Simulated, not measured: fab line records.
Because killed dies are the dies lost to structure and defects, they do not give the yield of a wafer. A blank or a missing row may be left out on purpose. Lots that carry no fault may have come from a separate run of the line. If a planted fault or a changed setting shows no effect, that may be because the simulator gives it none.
fab line records	flow n5Finfet
record lots=7	wafers=39
route steps=1938 shown PMOS_HMC_CHANNEL_EPI@78 FIN_SAQP@120 DUMMY_GATE@228 SD_EPI_N@288 HKMG_FIN@438 GATE_CUT@493 MOL_CONTACT_COAG@544 BEOL_M4@1111
startH: hours from the record's opening day to when the first of the lot's shown wafers began	waitH: hours from the lot's prior step to this one	" the same as in the row above	L1.1+2: a single row standing in for several wafers	- no value, or no start given	* or withheld: withheld	< > ~ a bound
route shown NAME@n: NAME is a module with steps in the file, n the number in the route of the first one	usual: the fault-free wafers' mean and standard deviation	same: alike in all rows	chamber/n: place in a boat	sites: the reading at each site	_std_site: standard deviation of those values	_edge_site: mean of outer sites minus mean of inner sites	radiusMm: for every site, how far away it sits from the centre of the wafer	mask NAME#n: copy n	behind: tool/chamber where the wafer was last shaped	hold: why the lot was held/for how many hours/how that ended	device: whichever transistor did not switch (one of n, p or np)	end of line: tests run on the same wafers once the route is complete	a step without rows: its recipe alone	killed: dies lost to structure and defects at the first sort, not the wafer's yield	map: dies across one wafer; x = killed, . = not, _ = none there
set.NAME: the setting as run; set.NAME@STEP: as run at that earlier step	model.NAME: the simulator's own value behind a step, which no gauge read
lots where settings were altered on purpose, with a table for each step and a row for each wafer
## steps
# step N5_PMOS_HMC_CHANNEL_EPI_EPI_20
# recipe material=SiGe30	maskMaterial=SiO2	pressureTorr=20	targetThkA=590	tempC=600
# step N5_FIN_SAQP_MANDREL_ETCH_22
# recipe targetDepthA=600	chemistry=HBr/Cl2	target=a-Si	stopOn=SiNx	btTimeS=10	overEtchFrac=0.5	timeS=30	pressureMtorr=10	icpW=800	biasW=75	HBr_flow_sccm=150	Cl2_flow_sccm=80	ends=endPoint
# step N5_DUMMY_GATE_EXPOSE_12
# recipe maskId=GATE	na=0.33	sourceShape=annular	sigmaInner=0.2	sigmaOuter=0.6	polarization=unpolarized	targetCdNm=25	doseMj=34
# step N5_SD_EPI_N_EPI_21
# recipe material=Si:P	dopant=P	tempC=680	pressureTorr=255	timeS=690
# step N5_HKMG_FIN_ETCH_35
# recipe chemistry=N2/H2	target=SOC	targetDepthA=2158	ionEnergyEv=65	biasW=5	sourceW=3000	timeS=243.4	pressureMtorr=30	n2FlowSccm=200	h2FlowSccm=200
# step N5_GATE_CUT_ETCH_37
# recipe chemistry=N2/H2	target=SOC	targetDepthA=600	overetchA=120	maskMaterial=SiARC	tempC=40	timeS=90	ionEnergyEv=200	pressureMtorr=30	sourceW=840	biasW=150	n2FlowSccm=200	h2FlowSccm=200
# step N5_GATE_CUT_CUT_ETCH_54
# recipe chemistry=Cl2/BCl3	target=TiN	maskMaterial=SiO2	targetDepthA=967	pressureMtorr=10	icpW=1000	biasW=126	Cl2_flow_sccm=53.25	bcl3FlowSccm=21.75	Ar_flow_sccm=25	ends=cleared
# step N5_MOL_CONTACT_COAG_ALD_20
# recipe material=TiN	targetThkA=15	tempC=400	aldPrecursorFamily=TiCl4	aldCoReactant=NH3	pulseTimeS=1	purgeTimeS=3	coReactantPurgeTimeS=2	coReactantPulseTimeS=2	aldCycles=68	pressureTorr=3
# step N5_BEOL_M4_RC_MEAS_101
# usual IOFF_N=0.18/0.045	RS_SD_N=28.4/0.38	SS_N=71.8/0.62
lot.wafer	tool	chamber	startH	waitH	set.tempC@PMOS_HMC_CHANNEL_EPI_EPI_20	set.overEtchFrac@FIN_SAQP_MANDREL_ETCH_22	set.doseMj@DUMMY_GATE_EXPOSE_12	set.tempC@SD_EPI_N_EPI_21	set.timeS@HKMG_FIN_ETCH_35	set.biasW@GATE_CUT_ETCH_37	set.biasW@GATE_CUT_CUT_ETCH_54	set.aldCycles@MOL_CONTACT_COAG_ALD_20	IOFF_N[nA/um]	RS_SD_N[ohm/sq]	SS_N[mV/dec]
L075.1	prober-01	0	182.56	0.0	600	0.5	34	680	243.4	141.8	126	68	0.16	28.3	72.0
L075.2	"	0	"	"	600	0.5	32.4	684.1	280.4	141.8	103.1	68	0.10	26.8	71.0
L075.3	"	0	"	"	594.7	0.5	34	684.1	243.4	141.8	103.1	68	0.22	26.6	72.1
L075.4	"	0	"	"	594.7	0.5	34	684.1	280.4	150	126	68	0.14	26.8	71.3
L075.5	"	0	"	"	594.7	0.5	32.4	680	280.4	150	103.1	68	0.13	28.3	71.1
L075.6	"	0	"	"	600	0.5	32.4	680	243.4	150	126	68	0.14	28.2	71.5
L077.1	prober-01	0	189.07	0.0	594.3	0.5	34	680	243.4	150	126	62	0.08	28.6	70.8
L077.2	"	0	"	"	594.3	0.5383	34	684.7	243.4	150	126	68	0.17	26.4	71.5
L077.3	"	0	"	"	594.3	0.5	34	684.7	243.4	169.4	126	68	0.09	26.3	71.3
L077.4	"	0	"	"	600	0.5383	34	680	243.4	150	126	68	0.16	28.5	72.2
L077.5	"	0	"	"	600	0.5	34	680	243.4	169.4	126	62	0.13	28.9	71.2
L077.6	"	0	"	"	600	0.5383	34	684.7	243.4	169.4	126	62	0.12	26.4	71.5
L078.1	prober-01	0	190.00	0.5	600	0.5	34	680	243.4	150	126	68	0.17	29.0	71.3
L078.2	"	0	"	"	600	0.5	34	680	243.4	150	126	68	0.18	28.9	71.5
L078.6	"	0	"	"	600	0.5	34	680	243.4	150	126	68	0.18	29.1	71.9
L088.1	prober-01	0	241.89	0.0	600	0.5	34	680	204.4	150	126	68	0.21	28.4	72.9
L088.2	"	0	"	"	600	0.5	34	677.4	243.4	150	137.8	68	0.21	29.8	72.3
L088.3	"	0	"	"	595.9	0.5	34	680	243.4	142.5	126	68	0.14	29.0	72.1
L088.4	"	0	"	"	595.9	0.5	31.62	677.4	204.4	142.5	137.8	68	0.13	30.0	70.9
L088.5	"	0	"	"	595.9	0.5	31.62	677.4	204.4	150	126	68	0.11	30.0	71.1
L088.6	"	0	"	"	600	0.5	31.62	680	243.4	142.5	137.8	68	0.08	29.0	70.8
L086.1	prober-02	0	242.43	0.0	600	0.5106	34	680	220.4	121.3	126	77	0.25	28.4	72.4
L086.2	"	0	"	"	606.1	0.5106	36.25	680	220.4	121.3	126	68	0.32	29.0	73.4
L086.3	"	0	"	"	600	0.5	36.25	680	220.4	150	126	77	0.36	28.1	73.9
L086.4	"	0	"	"	606.1	0.5106	34	680	243.4	150	126	68	0.15	28.4	72.1
L086.5	"	0	"	"	606.1	0.5	36.25	680	243.4	121.3	126	77	0.31	29.0	73.5
L086.6	"	0	"	"	600	0.5	34	680	243.4	150	126	68	0.24	28.3	71.7
L091.1	prober-01	0	270.67	0.0	600	0.5	34	680	243.4	131.2	126	63	0.15	28.2	70.9
L091.2	"	0	"	"	602	0.5	32.2	675.6	202.6	150	126	68	0.15	30.8	72.1
L091.3	"	0	"	"	600	0.5	34	675.6	202.6	150	148.7	63	0.20	30.6	71.9
L091.4	"	0	"	"	600	0.5	32.2	680	243.4	150	148.7	68	0.13	28.0	70.4
L091.5	"	0	"	"	602	0.5	32.2	675.6	243.4	131.2	126	68	0.14	30.5	70.7
L091.6	"	0	"	"	602	0.5	34	680	202.6	131.2	148.7	63	0.21	27.9	71.7
L095.1	prober-02	0	295.73	0.0	600	0.5	34	676.9	243.4	164.1	126	75	0.16	30.3	71.5
L095.2	"	0	"	"	600	0.5318	33.23	680	243.4	164.1	126	75	0.20	29.0	72.4
L095.3	"	0	"	"	603.1	0.5	34	680	271.7	150	126	75	0.11	29.1	71.7
L095.4	"	0	"	"	603.1	0.5318	33.23	676.9	243.4	150	126	68	0.16	30.0	71.9
L095.5	"	0	"	"	600	0.5318	34	676.9	271.7	150	126	68	0.14	30.2	71.7
L095.6	"	0	"	"	603.1	0.5	33.23	680	271.7	164.1	126	68	0.19	29.2	72.8
## key
split step=N5_PMOS_HMC_CHANNEL_EPI_EPI_20	setting=tempC	statedAs=600
response none clear
split step=N5_FIN_SAQP_MANDREL_ETCH_22	setting=overEtchFrac	statedAs=0.5
response none clear
split step=N5_DUMMY_GATE_EXPOSE_12	setting=doseMj	statedAs=34
response step=N5_BEOL_M4_RC_MEAS_101	reading=SS_N	slope=+0.173	per=1%	togetherWith=all	explained=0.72
response step=N5_BEOL_M4_RC_MEAS_101	reading=IOFF_N	slope=+0.0118	per=1%	togetherWith=all	explained=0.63
split step=N5_SD_EPI_N_EPI_21	setting=tempC	statedAs=680
response step=N5_BEOL_M4_RC_MEAS_101	reading=RS_SD_N	slope=-3.17	per=1%	togetherWith=all	explained=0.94
split step=N5_HKMG_FIN_ETCH_35	setting=timeS	statedAs=243.4
response none clear
split step=N5_GATE_CUT_ETCH_37	setting=biasW	statedAs=150
response none clear
split step=N5_GATE_CUT_CUT_ETCH_54	setting=biasW	statedAs=126
response none clear
split step=N5_MOL_CONTACT_COAG_ALD_20	setting=aldCycles	statedAs=68
response none clear
